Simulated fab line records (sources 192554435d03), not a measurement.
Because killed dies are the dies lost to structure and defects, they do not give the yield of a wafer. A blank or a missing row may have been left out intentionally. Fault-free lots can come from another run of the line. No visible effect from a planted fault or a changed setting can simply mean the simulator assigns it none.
Chamber matching || flow n5-finfet || N5_BEOL_M3_STRIP_19 on rie-diel-01 has 4 sister chambers
The step strips in O2. 22 wafers are shown with their chamber, then 11 later ones without.

## EACH WAFER AND ITS CHAMBER
{"wafer": "L074.1", "chamber": 1, "drypump-motor-current-A (A)": 5.9, "showerhead-plenum-p-Torr (Torr)": 2.25, "throttle-valve-pct (%)": 16.58}
{"wafer": "L074.4", "chamber": 0, "drypump-motor-current-A (A)": 5.8, "showerhead-plenum-p-Torr (Torr)": 2.12, "throttle-valve-pct (%)": 16.46}
{"wafer": "L074.6", "chamber": 3, "drypump-motor-current-A (A)": 6.3, "showerhead-plenum-p-Torr (Torr)": 2.10, "throttle-valve-pct (%)": 16.72}
{"wafer": "L076.2", "chamber": 0, "drypump-motor-current-A (A)": 5.8, "showerhead-plenum-p-Torr (Torr)": 2.12, "throttle-valve-pct (%)": 16.46}
{"wafer": "L076.3", "chamber": 3, "drypump-motor-current-A (A)": 6.4, "showerhead-plenum-p-Torr (Torr)": 2.10, "throttle-valve-pct (%)": 16.74}
{"wafer": "L076.4", "chamber": 2, "drypump-motor-current-A (A)": 5.7, "showerhead-plenum-p-Torr (Torr)": 2.17, "throttle-valve-pct (%)": 16.42}
{"wafer": "L077.2", "chamber": 3, "drypump-motor-current-A (A)": 6.3, "showerhead-plenum-p-Torr (Torr)": 2.10, "throttle-valve-pct (%)": 16.73}
{"wafer": "L077.3", "chamber": 1, "drypump-motor-current-A (A)": 5.9, "showerhead-plenum-p-Torr (Torr)": 2.25, "throttle-valve-pct (%)": 16.58}
{"wafer": "L077.5", "chamber": 3, "drypump-motor-current-A (A)": 6.3, "showerhead-plenum-p-Torr (Torr)": 2.10, "throttle-valve-pct (%)": 16.75}
{"wafer": "L078.1", "chamber": 2, "drypump-motor-current-A (A)": 5.7, "showerhead-plenum-p-Torr (Torr)": 2.17, "throttle-valve-pct (%)": 16.42}
{"wafer": "L078.2", "chamber": 0, "drypump-motor-current-A (A)": 5.8, "showerhead-plenum-p-Torr (Torr)": 2.11, "throttle-valve-pct (%)": 16.49}
{"wafer": "L078.3", "chamber": 1, "drypump-motor-current-A (A)": 5.9, "showerhead-plenum-p-Torr (Torr)": 2.25, "throttle-valve-pct (%)": 16.58}
{"wafer": "L079.3", "chamber": 2, "drypump-motor-current-A (A)": 5.7, "showerhead-plenum-p-Torr (Torr)": 2.17, "throttle-valve-pct (%)": 16.42}
{"wafer": "L079.4", "chamber": 3, "drypump-motor-current-A (A)": 6.2, "showerhead-plenum-p-Torr (Torr)": 2.10, "throttle-valve-pct (%)": 16.73}
{"wafer": "L079.5", "chamber": 3, "drypump-motor-current-A (A)": 6.3, "showerhead-plenum-p-Torr (Torr)": 2.10, "throttle-valve-pct (%)": 16.74}
{"wafer": "L080.2", "chamber": 2, "drypump-motor-current-A (A)": 5.7, "showerhead-plenum-p-Torr (Torr)": 2.17, "throttle-valve-pct (%)": 16.43}
{"wafer": "L080.3", "chamber": 3, "drypump-motor-current-A (A)": 6.3, "showerhead-plenum-p-Torr (Torr)": 2.10, "throttle-valve-pct (%)": 16.74}
{"wafer": "L080.6", "chamber": 2, "drypump-motor-current-A (A)": 5.7, "showerhead-plenum-p-Torr (Torr)": 2.17, "throttle-valve-pct (%)": 16.42}
{"wafer": "L085.3", "chamber": 3, "drypump-motor-current-A (A)": 6.3, "showerhead-plenum-p-Torr (Torr)": 2.09, "throttle-valve-pct (%)": 16.78}
{"wafer": "L085.4", "chamber": 1, "drypump-motor-current-A (A)": 5.9, "showerhead-plenum-p-Torr (Torr)": 2.24, "throttle-valve-pct (%)": 16.61}
{"wafer": "L085.5", "chamber": 2, "drypump-motor-current-A (A)": 5.7, "showerhead-plenum-p-Torr (Torr)": 2.17, "throttle-valve-pct (%)": 16.44}
{"wafer": "L088.3", "chamber": 1, "drypump-motor-current-A (A)": 5.9, "showerhead-plenum-p-Torr (Torr)": 2.24, "throttle-valve-pct (%)": 16.62}

SIGNATURES, as means of the wafers listed above
{"reading": "drypump-motor-current-A", "chamber 0": 5.800, "chamber 1": 5.900, "chamber 2": 5.700, "chamber 3": 6.300, "scatter within a chamber": 0.0333}
{"reading": "showerhead-plenum-p-Torr", "chamber 0": 2.1167, "chamber 1": 2.2460, "chamber 2": 2.1700, "chamber 3": 2.0987, "scatter within a chamber": 0.0039}
{"reading": "throttle-valve-pct", "chamber 0": 16.4700, "chamber 1": 16.5940, "chamber 2": 16.4250, "chamber 3": 16.7413, "scatter within a chamber": 0.0163}
Rule: distance of a wafer from a chamber = root of the sum over the readings of ((wafer's reading minus chamber's mean) / reading's scatter) squared. If the next closest chamber is less than 2 further off than the closest, the wafer can't be placed; otherwise it belongs to the closest. The scatter: the root of (the sum of the squares of (reading less its chamber's mean) over the shown wafers, divided by (wafers less chambers)).

## WAFERS WITH NO CHAMBER GIVEN
{"wafer": "L088.4", "drypump-motor-current-A (A)": 5.8, "showerhead-plenum-p-Torr (Torr)": 2.11, "throttle-valve-pct (%)": 16.51}
{"wafer": "L088.5", "drypump-motor-current-A (A)": 5.9, "showerhead-plenum-p-Torr (Torr)": 2.24, "throttle-valve-pct (%)": 16.63}
{"wafer": "L090.1", "drypump-motor-current-A (A)": 6.3, "showerhead-plenum-p-Torr (Torr)": 2.09, "throttle-valve-pct (%)": 16.78}
{"wafer": "L090.4", "drypump-motor-current-A (A)": 5.9, "showerhead-plenum-p-Torr (Torr)": 2.24, "throttle-valve-pct (%)": 16.62}
{"wafer": "L090.5", "drypump-motor-current-A (A)": 5.8, "showerhead-plenum-p-Torr (Torr)": 2.11, "throttle-valve-pct (%)": 16.51}
{"wafer": "L094.1", "drypump-motor-current-A (A)": 6.3, "showerhead-plenum-p-Torr (Torr)": 2.09, "throttle-valve-pct (%)": 16.78}
{"wafer": "L094.4", "drypump-motor-current-A (A)": 5.7, "showerhead-plenum-p-Torr (Torr)": 2.16, "throttle-valve-pct (%)": 16.48}
{"wafer": "L094.5", "drypump-motor-current-A (A)": 6.3, "showerhead-plenum-p-Torr (Torr)": 2.09, "throttle-valve-pct (%)": 16.80}
{"wafer": "L097.1", "drypump-motor-current-A (A)": 5.7, "showerhead-plenum-p-Torr (Torr)": 2.16, "throttle-valve-pct (%)": 16.50}
{"wafer": "L097.2", "drypump-motor-current-A (A)": 6.3, "showerhead-plenum-p-Torr (Torr)": 2.09, "throttle-valve-pct (%)": 16.81}
{"wafer": "L097.5", "drypump-motor-current-A (A)": 6.3, "showerhead-plenum-p-Torr (Torr)": 2.09, "throttle-valve-pct (%)": 16.81}

## CHAMBER TAKEN BY EACH
{"wafer": "L088.4", "from the rows above": 0, "in truth": 0}
{"wafer": "L088.5", "from the rows above": 1, "in truth": 1}
{"wafer": "L090.1", "from the rows above": 3, "in truth": 3}
{"wafer": "L090.4", "from the rows above": 1, "in truth": 1}
{"wafer": "L090.5", "from the rows above": 0, "in truth": 0}
{"wafer": "L094.1", "from the rows above": 3, "in truth": 3}
{"wafer": "L094.4", "from the rows above": 2, "in truth": 2}
{"wafer": "L094.5", "from the rows above": 3, "in truth": 3}
{"wafer": "L097.1", "from the rows above": 2, "in truth": 2}
{"wafer": "L097.2", "from the rows above": 3, "in truth": 3}
{"wafer": "L097.5", "from the rows above": 3, "in truth": 3}
Correctly placed: 11 of 11. Left unplaced by these rows: 0. Number placed wrongly: 0.
